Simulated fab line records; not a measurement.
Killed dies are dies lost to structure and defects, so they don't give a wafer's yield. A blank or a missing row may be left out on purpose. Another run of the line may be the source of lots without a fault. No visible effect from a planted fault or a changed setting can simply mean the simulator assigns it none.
Matching of chambers -- flow nandHarc -- NHARC_A_WL_FILL_ALD_10 on aldHk-04 has 4 sister chambers
The step deposits SiO2, target thk 50 nm, pulse time 10 s, ald cycles 500. 8 wafers are shown with their chamber, then 8 later ones without.

EACH WAFER AND ITS CHAMBER
wafer,chamber,heaterPowerW (W),precursorPulseHeightRel
L080.5,2,490,0.995
L080.6,3,417,0.984
L081.1,0,494,1.018
L081.2,2,488,1.034
L085.1,1,436,0.999
L085.4,0,494,0.994
L085.6,3,401,1.021
L088.1,1,431,0.985

WAFERS MISSING THEIR CHAMBER
wafer,heaterPowerW (W),precursorPulseHeightRel
L088.2,486,1.005
L088.4,497,0.997
L096.1,484,0.996
L096.4,456,1.035
L096.5,490,1.024
L097.2,415,0.995
L097.3,474,0.988
L097.6,490,1.020

WHICH CHAMBER EACH ONE RAN IN
wafer,from the rows above,in truth
L088.2,can't be placed: 2 or 0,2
L088.4,can't be placed: 0 or 2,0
L096.1,can't be placed: 2 or 0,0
L096.4,can't be placed: 1 or 2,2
L096.5,can't be placed: 2 or 0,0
L097.2,3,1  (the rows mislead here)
L097.3,can't be placed: 2 or 0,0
L097.6,can't be placed: 2 or 0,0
Correctly placed: 0 of 8. Unplaceable from these rows: 7, with the true chamber sitting among the candidates in 7. Number placed wrongly: 1.
How it was worked out, from the rows above alone: a wafer's distance from a chamber is the root of the sum, over the readings, of the square of ((its reading less the chamber's mean) divided by the reading's scatter). The wafer belongs to the nearest chamber; if the next one is less than 2 further off, it can't be placed. The mean given for a chamber averages the wafers shown for that chamber. The scatter is the square root of a quotient: the sum, over the shown wafers, of each reading's squared deviation from its chamber's mean, divided by wafers minus chambers.
